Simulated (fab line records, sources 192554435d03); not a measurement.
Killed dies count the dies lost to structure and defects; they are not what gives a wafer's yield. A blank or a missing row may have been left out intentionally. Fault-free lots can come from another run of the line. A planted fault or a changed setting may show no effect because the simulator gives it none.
fab line records	flow n5-finfet
[record] lots = 24	wafers = 72	last-day = 17
route steps=1938 shown BEOL_M7@1329 BEOL_M8@1333 BEOL_M9@1418
lots with no fault: from the same line, run without faults
start-h: hours from the record's opening day to when the first of the lot's shown wafers began	wait-h: hours from the lot's prior step to this one	" same as the row above	L1.1+2: one row covering several wafers at once	- either no value or no given start	* or withheld: withheld	< > ~ a bound
route shown NAME@n: a module of which the file shows steps, and the number in the route of the first	usual: the fault-free wafers' mean and standard deviation	same: alike in all rows	chamber/n: place in a boat	sites: per-site readings	_std_site: how widely they spread, as a standard deviation	_edge_site: outer sites' mean less inner sites'	radius-mm: how far each site lies from the wafer's centre	mask NAME#n: copy n	behind: tool/chamber where the wafer was last shaped	hold: why the lot was held/for how many hours/how that ended	device: which transistor (n, p or np) failed to switch	end of line: tests of these same wafers at the route's end	a step without rows: its recipe alone	killed: count of dies lost to structure and defects at first sort (not the wafer's yield)	map: the dies of a wafer, with x for killed, . for not killed, _ for no die there
set.NAME: the setting that was run; set.NAME@STEP: the one run at that earlier step	model.NAME: the simulator's own value behind a step, which no gauge read
the route's steps for a sample of lots (tables are steps, rows are wafers)
services: when a tool's chamber went out of use (start-h, in hours from the record's first day, below 0 if earlier), for how many hours, and the reason
[[steps]]
[step N5_BEOL_M7_DEP_56]
[recipe] material = SiCN	target-thk-a = 100	temp-c = withheld	precursor = 3MS/NH3	pressure-torr = 3	rf-w = 202	time-s = 17.5
[usual] showerhead-plenum-p-Torr = 3.667/0.017	throttle-valve-pct = 9.0/0.49
[same] time-s = 17.5
lot.wafer	tool	chamber	start-h	wait-h	showerhead-plenum-p-Torr	throttle-valve-pct
L075.3	pecvd-04	0	209.69	0.0	3.666	8.9
L075.4	"	1	"	"	3.652	9.6
L075.5	"	0	"	"	3.664	8.9
L074.3	pecvd-04	0	212.83	0.0	3.661	9.0
L074.5	"	0	"	"	3.663	8.9
L074.6	"	1	"	"	3.669	9.7
L076.2	pecvd-04	1	214.23	0.0	3.656	10.0
L076.4	"	0	"	"	3.676	8.8
L076.5	"	1	"	"	3.670	9.8
L077.1	pecvd-03	1	219.83	0.0	3.646	8.4
L077.3	"	2	"	"	3.663	8.5
L077.5	"	2	"	"	3.672	8.5
L078.4	pecvd-04	1	222.14	0.0	3.657	9.4
L078.5	"	0	"	"	3.673	8.6
L078.6	"	1	"	"	3.657	9.9
L079.2	pecvd-03	1	224.52	0.0	3.656	8.7
L079.3	"	2	"	"	3.671	8.9
L079.6	"	1	"	"	3.643	8.5
L080.2	pecvd-03	1	237.94	0.0	3.649	8.5
L080.3	"	0	"	"	3.683	9.4
L080.5	"	0	"	"	3.688	9.5
L081.1	pecvd-04	0	244.68	0.0	3.667	8.8
L081.3	"	0	"	"	3.666	9.0
L081.6	"	2	"	"	3.682	8.4
L082.1	pecvd-04	1	257.03	0.0	3.669	9.8
L082.4	"	2	"	"	3.687	8.5
L082.6	"	0	"	"	3.671	8.9
L083.1	pecvd-04	0	262.59	0.0	3.672	9.1
L083.3	"	2	"	"	3.686	8.4
L083.4	"	2	"	"	3.688	8.6
L084.2	pecvd-04	2	270.67	0.0	3.678	8.2
L084.5	"	2	"	"	3.692	8.6
L084.6	"	0	"	"	3.669	9.1
L085.3	pecvd-03	1	273.74	0.0	3.646	8.5
L085.4	"	2	"	"	3.666	8.3
L085.6	"	0	"	"	3.679	9.4
L087.2	pecvd-04	0	284.15	0.0	3.661	9.2
L087.3	"	2	"	"	3.676	8.6
L087.6	"	1	"	"	3.669	9.6
L088.4	pecvd-03	1	284.44	0.0	3.657	8.4
L088.5	"	0	"	"	3.687	9.7
L088.6	"	2	"	"	3.681	8.7
L089.1	pecvd-03	0	286.97	0.0	3.681	9.3
L089.3	"	1	"	"	3.643	8.5
L089.4	"	0	"	"	3.691	9.4
L086.2	pecvd-04	1	287.95	0.0	3.652	9.5
L086.4	"	1	"	"	3.664	9.8
L086.5	"	0	"	"	3.673	9.0
L090.1	pecvd-03	1	295.28	0.0	3.658	8.6
L090.2	"	2	"	"	3.660	8.4
L090.6	"	1	"	"	3.642	8.5
L092.2	pecvd-03	1	309.29	0.0	3.644	8.3
L092.3	"	2	"	"	3.672	8.7
L092.6	"	1	"	"	3.653	8.3
L091.1	pecvd-01	1	312.01	0.0	3.690	9.6
L091.2	"	2	"	"	3.631	8.9
L091.3	"	0	"	"	3.638	9.4
L093.1	pecvd-03	0	313.09	0.0	3.689	9.6
L093.2	"	1	"	"	3.661	8.4
L093.6	"	2	"	"	3.668	8.5
L095.2	pecvd-01	1	321.26	0.0	3.683	9.4
L095.3	"	0	"	"	3.632	9.2
L095.5	"	2	"	"	3.637	8.7
L094.1	pecvd-03	0	323.39	0.0	3.679	9.5
L094.2	"	1	"	"	3.653	8.5
L094.6	"	2	"	"	3.666	8.8
L096.2	pecvd-01	0	330.42	0.0	3.636	9.3
L096.5	"	1	"	"	3.697	9.4
L096.6	"	0	"	"	3.629	9.5
L097.4	pecvd-03	1	334.89	0.0	3.656	8.5
L097.5	"	2	"	"	3.669	8.6
L097.6	"	0	"	"	3.679	9.5
[step N5_BEOL_M8_CURE_74]
[recipe] temp-c = 385	time-s = 240	ambient = He/Ar	material = SiCOH_lowk
[usual] lamp-power-pct = 52.31/0.052	wafer_temp_C_max = 387.0/0.77
[same] time-s = 240
lot.wafer	tool	chamber	start-h	wait-h	lamp-power-pct	wafer_temp_C_max
L075.3	uv-cure-01	1	210.25	0.4	52.38	386.7
L075.4	"	1	"	"	52.21	386.4
L075.5	"	1	"	"	52.31	386.8
L074.3	uv-cure-03	0	213.21	0.2	52.35	387.4
L074.5	"	0	"	"	52.43	387.1
L074.6	"	0	"	"	52.25	387.5
L076.2	uv-cure-03	0	215.17	0.8	52.29	387.7
L076.4	"	0	"	"	52.38	387.2
L076.5	"	0	"	"	52.29	387.1
L077.1	uv-cure-03	0	220.40	0.4	52.36	387.5
L077.3	"	0	"	"	52.25	387.2
L077.5	"	0	"	"	52.32	387.6
L078.4	uv-cure-01	1	223.26	0.9	52.37	386.6
L078.5	"	1	"	"	52.21	386.7
L078.6	"	1	"	"	52.31	387.0
L079.2	uv-cure-02	0	224.82	0.1	52.28	387.1
L079.3	"	0	"	"	52.29	387.7
L079.6	"	0	"	"	52.29	388.2
L080.2	uv-cure-03	0	238.22	0.1	52.23	387.5
L080.3	"	0	"	"	52.30	387.5
L080.5	"	0	"	"	52.40	387.2
L081.1	uv-cure-01	2	244.92	0.1	52.32	388.8
L081.3	"	2	"	"	52.42	389.0
L081.6	"	2	"	"	52.26	388.1
L082.1	uv-cure-01	2	257.25	0.1	52.30	388.6
L082.4	"	2	"	"	52.32	388.4
L082.6	"	2	"	"	52.34	388.4
L083.1	uv-cure-03	0	262.79	0.0	52.35	387.3
L083.3	"	0	"	"	52.27	387.1
L083.4	"	0	"	"	52.23	387.6
L084.2	uv-cure-01	0	271.04	0.2	52.21	386.4
L084.5	"	0	"	"	52.34	386.1
L084.6	"	0	"	"	52.28	386.3
L085.3	uv-cure-02	1	274.09	0.2	52.29	386.5
L085.4	"	1	"	"	52.33	385.9
L085.6	"	1	"	"	52.39	386.1
L087.2	uv-cure-01	0	284.44	0.1	52.30	385.9
L087.3	"	0	"	"	52.39	386.2
L087.6	"	0	"	"	52.28	386.8
L088.4	uv-cure-03	1	284.86	0.3	52.34	386.3
L088.5	"	1	"	"	52.32	386.2
L088.6	"	1	"	"	52.41	386.4
L089.1	uv-cure-01	0	287.17	0.0	52.20	385.8
L089.3	"	0	"	"	52.28	386.2
L089.4	"	0	"	"	52.29	386.5
L086.2	uv-cure-01	0	288.23	0.1	52.21	386.4
L086.4	"	0	"	"	52.31	386.2
L086.5	"	0	"	"	52.34	386.4
L090.1	uv-cure-01	0	295.97	0.5	52.29	386.2
L090.2	"	0	"	"	52.32	385.7
L090.6	"	0	"	"	52.35	387.0
L092.2	uv-cure-01	0	309.59	0.1	52.33	386.4
L092.3	"	0	"	"	52.29	386.1
L092.6	"	0	"	"	52.23	386.2
L091.1	uv-cure-01	2	312.21	0.0	52.40	387.6
L091.2	"	2	"	"	52.32	387.7
L091.3	"	2	"	"	52.31	387.5
L093.1	uv-cure-01	1	313.28	0.0	52.30	386.7
L093.2	"	1	"	"	52.37	387.1
L093.6	"	1	"	"	52.38	386.6
L095.2	uv-cure-03	1	321.54	0.1	52.25	386.1
L095.3	"	1	"	"	52.34	386.0
L095.5	"	1	"	"	52.27	387.4
L094.1	uv-cure-01	2	323.87	0.3	52.26	387.4
L094.2	"	2	"	"	52.32	387.5
L094.6	"	2	"	"	52.31	388.1
L096.2	uv-cure-02	0	330.69	0.1	52.34	387.3
L096.5	"	0	"	"	52.34	387.8
L096.6	"	0	"	"	52.34	387.6
L097.4	uv-cure-02	2	335.30	0.3	52.34	386.7
L097.5	"	2	"	"	52.27	386.8
L097.6	"	2	"	"	52.21	387.0
[step N5_BEOL_M8_OVL_MEAS_12]
[recipe] points-per-wafer = 44
[usual] M8_OVL = -0.2/0.67
lot.wafer	tool	chamber	start-h	wait-h	M8_OVL[nm]
L075.3	overlay-01	0	212.54	0.0	-1.3
L075.4	"	0	"	"	-0.6
L075.5	"	0	"	"	-1.0
L074.3	overlay-02	0	214.19	0.0	0.2
L074.5	"	0	"	"	-0.3
L074.6	"	0	"	"	0.9
L076.2	overlay-01	0	216.29	0.0	0.1
L076.4	"	0	"	"	-0.1
L076.5	"	0	"	"	0.3
L077.1	overlay-01	0	221.41	0.0	-0.5
L077.3	"	0	"	"	0.7
L077.5	"	0	"	"	-0.6
L078.4	overlay-02	0	224.30	0.0	-1.2
L078.5	"	0	"	"	-0.1
L078.6	"	0	"	"	-0.1
L079.2	overlay-02	0	226.96	0.0	-0.6
L079.3	"	0	"	"	-0.4
L079.6	"	0	"	"	-0.3
L080.2	overlay-02	0	239.58	0.0	-0.8
L080.3	"	0	"	"	-0.4
L080.5	"	0	"	"	-0.1
L081.1	overlay-02	0	247.39	0.0	0.3
L081.3	"	0	"	"	-0.2
L081.6	"	0	"	"	-0.4
L082.1	overlay-01	0	259.10	0.0	0.5
L082.4	"	0	"	"	-0.2
L082.6	"	0	"	"	-1.6
L083.1	overlay-02	0	264.22	0.0	-0.3
L083.3	"	0	"	"	-0.5
L083.4	"	0	"	"	-1.0
L084.2	overlay-02	0	272.77	0.0	1.1
L084.5	"	0	"	"	1.1
L084.6	"	0	"	"	0.4
L085.3	overlay-01	0	275.60	0.0	-0.8
L085.4	"	0	"	"	0.0
L085.6	"	0	"	"	-0.5
L087.2	overlay-02	0	285.40	0.0	0.4
L087.3	"	0	"	"	0.7
L087.6	"	0	"	"	0.8
L088.4	overlay-02	0	285.75	0.0	0.4
L088.5	"	0	"	"	0.1
L088.6	"	0	"	"	0.5
L089.1	overlay-01	0	289.28	0.0	0.8
L089.3	"	0	"	"	0.6
L089.4	"	0	"	"	-0.2
L086.2	overlay-02	0	290.02	0.0	0.0
L086.4	"	0	"	"	-0.7
L086.5	"	0	"	"	-0.1
L090.1	overlay-01	0	298.85	0.0	-1.0
L090.2	"	0	"	"	-0.1
L090.6	"	0	"	"	-0.3
L092.2	overlay-01	0	311.18	0.0	-0.2
L092.3	"	0	"	"	-0.8
L092.6	"	0	"	"	0.2
L091.1	overlay-01	0	313.87	0.0	-0.9
L091.2	"	0	"	"	-0.1
L091.3	"	0	"	"	0.2
L093.1	overlay-02	0	314.42	0.0	-2.4
L093.2	"	0	"	"	-1.2
L093.6	"	0	"	"	-1.0
L095.2	overlay-02	0	323.46	0.0	0.1
L095.3	"	0	"	"	0.1
L095.5	"	0	"	"	-0.6
L094.1	overlay-02	0	326.52	0.0	-0.7
L094.2	"	0	"	"	1.2
L094.6	"	0	"	"	-0.2
L096.2	overlay-01	0	332.74	0.0	-0.4
L096.5	"	0	"	"	-0.5
L096.6	"	0	"	"	-0.9
L097.4	overlay-02	0	336.83	0.0	1.3
L097.5	"	0	"	"	1.2
L097.6	"	0	"	"	0.8
[step N5_BEOL_M8_VIA_ETCH_34]
[recipe] chemistry = C4F6/O2	target = SiCOH_lowk	target-depth-a = 1255	mask-material = SOC	taper-deg = 4	time-s = 50.5	ion-energy-ev = 250	pressure-mtorr = 30	source-w = 345	bias-w = 185	Ar_flow_sccm = 300	C4F6_flow_sccm = 10	O2_flow_sccm = 10
[usual] drypump-motor-current-A = 5.9/0.48	oes-product-au = 0.77/0.089	rf-vpp-V = 661/5.5	showerhead-plenum-p-Torr = 2.85/0.089	throttle-valve-pct = 20.84/0.24
[same] time-s = 50.5
lot.wafer	tool	chamber	start-h	wait-h	drypump-motor-current-A	oes-product-au	rf-hours-counter-h	rf-vpp-V	showerhead-plenum-p-Torr	throttle-valve-pct
L075.3	rie-diel-01	3	213.85	0.0	5.1	0.78	76	666	2.99	20.57
L075.4	"	2	"	"	5.4	0.81	86	670	3.00	20.68
L075.5	"	1	"	"	6.1	0.70	-	661	2.72	20.79
L074.3	rie-diel-05	2	215.69	0.0	6.3	0.70	209	656	2.83	21.08
L074.5	"	2	"	"	6.3	0.69	-	653	2.83	21.07
L074.6	"	0	"	"	5.2	0.69	-	664	2.92	20.99
L076.2	rie-diel-05	3	219.24	0.0	5.4	0.71	206	658	2.82	21.06
L076.4	"	2	"	"	6.3	0.69	211	656	2.83	21.08
L076.5	"	0	"	"	5.2	0.69	-	663	2.92	20.98
L077.1	rie-diel-05	0	222.71	0.0	5.2	0.69	238	661	2.92	20.98
L077.3	"	2	"	"	6.3	0.69	211	653	2.83	21.06
L077.5	"	1	"	"	6.2	0.99	-	659	2.79	20.60
L078.4	rie-diel-03	3	225.88	0.0	6.3	0.78	144	661	2.74	20.80
L078.5	"	2	"	"	6.6	0.71	-	665	2.93	21.24
L078.6	"	3	"	"	6.3	0.77	-	660	2.74	20.81
L079.2	rie-diel-03	2	228.58	0.0	6.6	0.69	224	667	2.93	21.23
L079.3	"	3	"	"	6.3	0.76	144	659	2.74	20.80
L079.6	"	2	"	"	6.6	0.69	-	665	2.93	21.22
L080.2	rie-diel-01	0	243.18	0.0	5.5	0.92	17	673	2.90	20.29
L080.3	"	2	"	"	5.4	0.79	97	671	2.99	20.69
L080.5	"	2	"	"	5.4	0.80	-	670	2.99	20.69
L081.1	rie-diel-05	2	251.48	0.0	6.3	0.69	220	655	2.82	21.08
L081.3	"	1	"	"	6.1	0.94	11	659	2.79	20.63
L081.6	"	0	"	"	5.2	0.69	-	662	2.91	20.99
L082.1	rie-diel-03	0	261.49	0.0	6.3	0.86	56	654	2.77	20.78
L082.4	"	1	"	"	5.7	0.76	130	664	2.98	20.60
L082.6	"	3	"	"	6.3	0.75	-	661	2.73	20.83
L083.1	rie-diel-05	1	267.86	0.0	6.2	0.91	17	659	2.78	20.62
L083.3	"	3	"	"	5.4	0.70	222	659	2.82	21.08
L083.4	"	2	"	"	6.3	0.68	-	655	2.82	21.09
L084.2	rie-diel-03	2	274.29	0.0	6.6	0.68	241	665	2.92	21.25
L084.5	"	3	"	"	6.3	0.75	-	660	2.73	20.82
L084.6	"	0	"	"	6.3	0.85	-	652	2.77	20.79
L085.3	rie-diel-05	1	276.78	0.0	6.1	0.90	22	656	2.78	20.63
L085.4	"	2	"	"	6.3	0.68	-	656	2.82	21.10
L085.6	"	3	"	"	5.4	0.69	-	658	2.81	21.09
L088.4	rie-diel-01	1	288.33	0.0	6.1	0.69	232	659	2.71	20.85
L088.5	"	0	"	"	5.5	0.89	-	672	2.89	20.31
L088.6	"	3	"	"	5.1	0.77	-	667	2.98	20.61
L087.2	rie-diel-03	3	288.37	0.0	6.3	0.74	166	659	2.73	20.82
L087.3	"	1	"	"	5.7	0.75	138	666	2.98	20.63
L087.6	"	2	"	"	6.6	0.68	-	666	2.92	21.25
L089.1	rie-diel-05	2	290.99	0.0	6.3	0.68	234	655	2.82	21.12
L089.3	"	3	"	"	5.3	0.69	232	658	2.81	21.09
L089.4	"	0	"	"	5.2	0.96	2	662	2.91	20.62
L086.2	rie-diel-05	1	292.58	0.0	6.2	0.90	27	658	2.78	20.63
L086.4	"	2	"	"	6.3	0.67	235	654	2.82	21.10
L086.5	"	0	"	"	5.2	0.96	-	662	2.91	20.62
L090.1	rie-diel-03	1	300.13	0.0	5.7	0.76	144	666	2.98	20.63
L090.2	"	3	"	"	6.3	0.75	171	661	2.73	20.84
L090.6	"	0	"	"	6.3	0.83	-	651	2.77	20.80
L092.2	rie-diel-05	2	312.31	0.0	6.3	0.67	243	655	2.81	21.12
L092.3	"	0	"	"	5.2	0.92	9	662	2.91	20.65
L092.6	"	3	"	"	5.4	0.68	-	658	2.81	21.09
L091.1	rie-diel-05	3	315.67	0.0	5.4	0.69	241	657	2.81	21.12
L091.2	"	0	"	"	5.2	0.92	10	659	2.91	20.64
L091.3	"	2	"	"	6.3	0.67	243	655	2.81	21.11
L093.1	rie-diel-01	2	316.09	0.0	5.4	0.77	123	670	2.98	20.72
L093.2	"	0	"	"	5.5	0.86	44	671	2.89	20.33
L093.6	"	2	"	"	5.3	0.77	-	670	2.98	20.71
L095.2	rie-diel-03	0	325.77	0.0	6.3	0.83	79	652	2.76	20.81
L095.3	"	3	"	"	6.3	0.75	180	662	2.72	20.85
L095.5	"	1	"	"	5.7	0.74	-	665	2.97	20.66
L094.1	rie-diel-05	0	328.54	0.0	5.2	0.90	16	661	2.90	20.64
L094.2	"	1	"	"	6.2	0.87	41	656	2.77	20.65
L094.6	"	2	"	"	6.3	0.67	-	655	2.81	21.13
L096.2	rie-diel-01	0	335.64	0.0	5.5	0.86	53	671	2.89	20.32
L096.5	"	3	"	"	5.1	0.75	-	667	2.97	20.64
L096.6	"	0	"	"	5.5	0.86	-	674	2.89	20.32
L097.4	rie-diel-03	0	341.52	0.0	6.3	0.81	-	652	2.76	20.82
L097.5	"	1	"	"	5.7	0.73	-	666	2.97	20.65
L097.6	"	3	"	"	6.3	0.73	-	659	2.72	20.86
[step N5_BEOL_M8_ANNEAL_51]
[recipe] temp-c = 225	time-s = 90	ambient = N2
[usual] wafer_temp_C_max = 225.9/0.31
[same] time-s = 90
lot.wafer	tool	chamber	start-h	wait-h	wafer_temp_C_max
L075.3	rtp-anneal-02	0	216.48	0.1	226.3
L075.4	"	0	"	"	226.0
L075.5	"	0	"	"	226.0
L074.3	rtp-anneal-01	0	219.59	0.1	225.6
L074.5	"	0	"	"	225.8
L074.6	"	0	"	"	225.7
L076.2	rtp-anneal-01	0	222.80	0.1	225.5
L076.4	"	0	"	"	225.8
L076.5	"	0	"	"	226.0
L077.1	rtp-anneal-02	0	226.14	0.1	226.3
L077.3	"	0	"	"	226.5
L077.5	"	0	"	"	225.7
L078.4	rtp-anneal-02	0	229.96	1.5	226.0
L078.5	"	0	"	"	226.1
L078.6	"	0	"	"	226.2
L079.2	rtp-anneal-02	0	231.67	0.3	225.9
L079.3	"	0	"	"	226.1
L079.6	"	0	"	"	226.7
L080.2	rtp-anneal-01	0	246.33	1.7	225.7
L080.3	"	0	"	"	225.4
L080.5	"	0	"	"	225.3
L081.1	rtp-anneal-01	0	254.09	0.8	225.9
L081.3	"	0	"	"	225.8
L081.6	"	0	"	"	226.0
L082.1	rtp-anneal-01	0	263.71	0.4	225.9
L082.4	"	0	"	"	225.9
L082.6	"	0	"	"	225.8
L083.1	rtp-anneal-01	0	269.87	0.3	225.9
L083.3	"	0	"	"	225.8
L083.4	"	0	"	"	225.8
L084.2	rtp-anneal-02	0	275.94	0.1	225.7
L084.5	"	0	"	"	226.1
L084.6	"	0	"	"	226.2
L085.3	rtp-anneal-01	0	279.51	0.1	225.7
L085.4	"	0	"	"	225.5
L085.6	"	0	"	"	225.5
L087.2	rtp-anneal-01	0	290.64	0.1	225.7
L087.3	"	0	"	"	226.0
L087.6	"	0	"	"	225.9
L088.4	rtp-anneal-02	0	290.65	0.2	226.4
L088.5	"	0	"	"	226.1
L088.6	"	0	"	"	226.0
L089.1	rtp-anneal-01	0	294.38	0.2	226.2
L089.3	"	0	"	"	225.7
L089.4	"	0	"	"	225.9
L086.2	rtp-anneal-01	0	294.74	0.1	225.7
L086.4	"	0	"	"	225.5
L086.5	"	0	"	"	225.8
L090.1	rtp-anneal-02	0	302.74	0.1	225.9
L090.2	"	0	"	"	226.1
L090.6	"	0	"	"	226.4
L092.2	rtp-anneal-01	0	314.52	0.6	225.6
L092.3	"	0	"	"	225.5
L092.6	"	0	"	"	225.5
L091.1	rtp-anneal-01	0	317.84	0.1	225.5
L091.2	"	0	"	"	225.5
L091.3	"	0	"	"	225.9
L093.1	rtp-anneal-01	0	318.63	0.3	225.6
L093.2	"	0	"	"	225.7
L093.6	"	0	"	"	225.6
L095.2	rtp-anneal-02	0	328.80	0.1	226.1
L095.3	"	0	"	"	225.9
L095.5	"	0	"	"	226.0
L094.1	rtp-anneal-01	0	330.33	0.1	225.4
L094.2	"	0	"	"	225.5
L094.6	"	0	"	"	225.3
L096.2	rtp-anneal-01	0	337.83	0.3	225.6
L096.5	"	0	"	"	226.0
L096.6	"	0	"	"	226.2
L097.4	rtp-anneal-02	0	344.08	0.2	226.2
L097.5	"	0	"	"	226.2
L097.6	"	0	"	"	226.5
[step N5_BEOL_M9_ETCH_61]
[recipe] chemistry = CF4	target = SiARC	target-depth-a = 390	mask-material = CAR-ArF	time-s = 65	ion-energy-ev = 80	pressure-mtorr = 40	source-w = 545	bias-w = 36	Ar_flow_sccm = 100	cf4-flow-sccm = 100	ends = cleared
[usual] drypump-motor-current-A = 5.83/0.27	etch-rf-on-time-s = 64.9/1.2	oes-product-au = 0.68/0.076	rf-vpp-V = 184.2/1.2	showerhead-plenum-p-Torr = 2.15/0.065	throttle-valve-pct = 15.69/0.28
lot.wafer	tool	chamber	start-h	wait-h	drypump-motor-current-A	etch-rf-on-time-s	oes-product-au	rf-hours-counter-h	rf-vpp-V	showerhead-plenum-p-Torr	throttle-valve-pct
L075.3	rie-diel-06	1	220.17	0.0	5.96	65.7	0.60	252	184.6	2.19	15.75
L075.4	"	0	"	"	5.85	66.1	0.58	244	184.8	2.20	16.07
L075.5	"	3	"	"	6.15	65.9	0.68	-	182.4	2.08	15.73
L074.3	rie-diel-02	1	223.77	0.0	5.90	64.6	0.60	222	183.6	2.11	15.98
L074.5	"	2	"	"	5.30	64.7	0.65	-	182.6	2.06	15.45
L074.6	"	0	"	"	6.07	66.6	0.64	-	183.9	2.14	15.86
L076.2	rie-diel-02	1	227.19	0.0	5.88	65.5	0.60	223	183.9	2.11	15.99
L076.4	"	2	"	"	5.33	66.4	0.64	-	183.1	2.06	15.47
L076.5	"	0	"	"	6.08	66.3	0.64	-	184.4	2.14	15.86
L077.1	rie-diel-06	3	228.62	0.0	6.15	65.9	0.67	97	182.6	2.08	15.72
L077.3	"	0	"	"	5.84	65.3	0.58	247	183.6	2.19	16.09
L077.5	"	0	"	"	5.85	65.5	0.57	-	184.2	2.19	16.07
L078.4	rie-diel-06	0	232.09	0.0	5.81	65.5	0.58	-	184.4	2.19	16.07
L078.5	"	2	"	"	5.78	64.2	0.62	-	184.5	2.22	15.82
L078.6	"	3	"	"	6.14	65.8	0.69	-	184.4	2.08	15.74
L079.2	rie-diel-04	3	234.89	0.0	5.46	65.8	0.61	228	184.3	2.11	15.87
L079.3	"	2	"	"	5.83	64.2	0.75	44	183.0	2.09	14.99
L079.6	"	1	"	"	6.26	63.8	0.77	-	185.9	2.26	15.62
L080.2	rie-diel-04	1	252.03	0.0	6.24	62.0	0.78	39	184.3	2.26	15.62
L080.3	"	3	"	"	5.47	63.9	0.62	233	182.1	2.11	15.89
L080.5	"	0	"	"	5.83	63.9	0.65	-	185.7	2.22	16.01
L081.1	rie-diel-02	3	256.40	0.0	5.56	64.0	0.85	4	186.5	2.19	15.40
L081.3	"	1	"	"	5.89	64.6	0.60	233	184.2	2.11	15.99
L081.6	"	1	"	"	5.89	64.1	0.60	-	184.0	2.11	16.01
L082.1	rie-diel-06	2	269.10	0.0	5.77	64.4	0.62	208	184.6	2.21	15.84
L082.4	"	1	"	"	5.96	62.9	0.82	9	184.6	2.19	15.25
L082.6	"	2	"	"	5.77	64.0	0.62	-	185.4	2.21	15.86
L083.1	rie-diel-06	1	273.51	0.0	5.94	63.1	0.82	10	184.2	2.19	15.26
L083.3	"	0	"	"	5.84	65.2	0.80	5	185.3	2.19	15.60
L083.4	"	2	"	"	5.79	65.3	0.60	210	186.0	2.21	15.86
L084.2	rie-diel-06	0	281.24	0.0	5.81	64.4	0.79	10	183.7	2.19	15.61
L084.5	"	2	"	"	5.76	64.3	0.61	-	184.3	2.21	15.87
L084.6	"	3	"	"	6.15	65.9	0.66	-	182.5	2.07	15.79
L085.3	rie-diel-06	0	283.01	0.0	5.84	64.3	0.79	11	185.2	2.19	15.61
L085.4	"	2	"	"	5.78	64.6	0.61	216	184.9	2.21	15.87
L085.6	"	3	"	"	6.12	65.7	0.67	-	182.0	2.07	15.77
L087.2	rie-diel-06	2	293.58	0.0	5.78	64.8	0.60	221	184.1	2.21	15.87
L087.3	"	1	"	"	5.94	63.3	0.79	21	185.0	2.18	15.26
L087.6	"	0	"	"	5.84	65.2	0.78	-	183.4	2.19	15.63
L088.4	rie-diel-02	1	294.89	0.0	5.88	65.8	0.58	-	182.6	2.11	16.02
L088.5	"	2	"	"	5.32	65.6	0.63	-	185.0	2.05	15.51
L088.6	"	0	"	"	6.10	67.7	0.61	-	185.7	2.13	15.92
L089.1	rie-diel-02	0	299.01	0.0	6.09	66.8	0.62	201	184.1	2.13	15.92
L089.3	"	2	"	"	5.31	65.3	0.63	185	181.6	2.05	15.54
L089.4	"	0	"	"	6.10	66.4	0.61	-	185.0	2.13	15.94
L086.2	rie-diel-02	2	299.27	0.0	5.33	65.3	0.64	186	182.5	2.05	15.53
L086.4	"	2	"	"	5.34	65.2	0.64	-	183.1	2.05	15.52
L086.5	"	3	"	"	5.63	64.5	0.81	-	184.5	2.19	15.42
L090.1	rie-diel-02	2	305.22	0.0	5.31	65.2	0.64	189	182.6	2.05	15.53
L090.2	"	3	"	"	5.58	64.3	0.81	17	185.2	2.19	15.41
L090.6	"	2	"	"	5.34	65.3	0.63	-	183.9	2.05	15.52
L092.2	rie-diel-04	3	317.25	0.0	5.45	65.0	0.60	243	184.2	2.11	15.91
L092.3	"	0	"	"	5.83	64.7	0.63	184	185.7	2.21	16.02
L092.6	"	1	"	"	6.27	62.9	0.76	-	186.0	2.26	15.65
L091.1	rie-diel-02	3	320.33	0.0	5.60	64.0	0.79	23	183.0	2.18	15.43
L091.2	"	2	"	"	5.34	64.8	0.63	195	184.4	2.04	15.56
L091.3	"	0	"	"	6.10	65.9	0.61	211	184.5	2.13	15.95
L093.1	rie-diel-06	3	332.94	0.0	6.16	67.0	0.63	136	184.7	2.06	15.80
L093.2	"	1	"	"	5.92	64.0	0.76	34	185.6	2.18	15.31
L093.6	"	0	"	"	5.84	64.9	0.75	-	184.2	2.18	15.64
L095.2	rie-diel-04	1	332.98	0.0	6.27	62.9	0.75	58	187.1	2.26	15.70
L095.3	"	3	"	"	5.46	65.5	0.59	248	182.1	2.11	15.91
L095.5	"	0	"	"	5.83	64.7	0.63	-	185.1	2.21	16.04
L094.1	rie-diel-04	1	333.75	0.0	6.26	62.9	0.75	59	184.6	2.26	15.67
L094.2	"	3	"	"	5.45	63.9	0.61	249	183.2	2.11	15.93
L094.6	"	2	"	"	5.81	62.4	0.74	-	182.5	2.08	15.02
L096.2	rie-diel-02	3	340.55	0.0	5.59	65.1	0.78	31	185.5	2.18	15.44
L096.5	"	0	"	"	6.09	67.2	0.61	-	183.1	2.12	15.96
L096.6	"	3	"	"	5.60	64.9	0.77	-	187.2	2.18	15.44
L097.4	rie-diel-04	2	347.17	0.0	5.80	62.7	0.73	-	184.0	2.08	15.04
L097.5	"	0	"	"	5.83	64.3	0.63	-	186.1	2.21	16.05
L097.6	"	1	"	"	6.27	62.6	0.75	-	185.4	2.25	15.68
[[services]]
tool	chamber	start-h	hours	kind
uv-cure-03	-	206.51	2.9	repair
uv-cure-02	-	212.54	11.7	repair
rtp-anneal-01	-	217.81	1.1	pm
uv-cure-03	-	223.53	5.0	pm
rie-diel-01	0	225.59	5.0	repair
pecvd-03	1	232.91	4.1	repair
rie-diel-02	3	240.04	7.0	repair
rie-diel-01	1	246.01	6.7	repair
rie-diel-04	3	256.08	4.6	repair
rie-diel-04	-	270.47	28.1	pm
rie-diel-02	3	286.50	12.4	repair
pecvd-03	-	292.21	0.6	repair
rie-diel-04	2	300.05	8.2	repair
rie-diel-01	1	300.08	2.1	repair
rie-diel-03	-	306.71	2.8	pm
pecvd-04	0	306.89	23.2	repair
rie-diel-06	2	315.03	5.0	repair
rie-diel-03	2	315.09	11.2	repair
pecvd-04	-	319.62	0.5	repair
uv-cure-02	-	322.44	2.1	pm
uv-cure-01	-	328.79	3.4	pm
rie-diel-05	3	331.50	3.1	repair
rie-diel-04	2	334.34	3.7	repair
rie-diel-01	0	338.64	8.2	repair
[[key]]
fault none
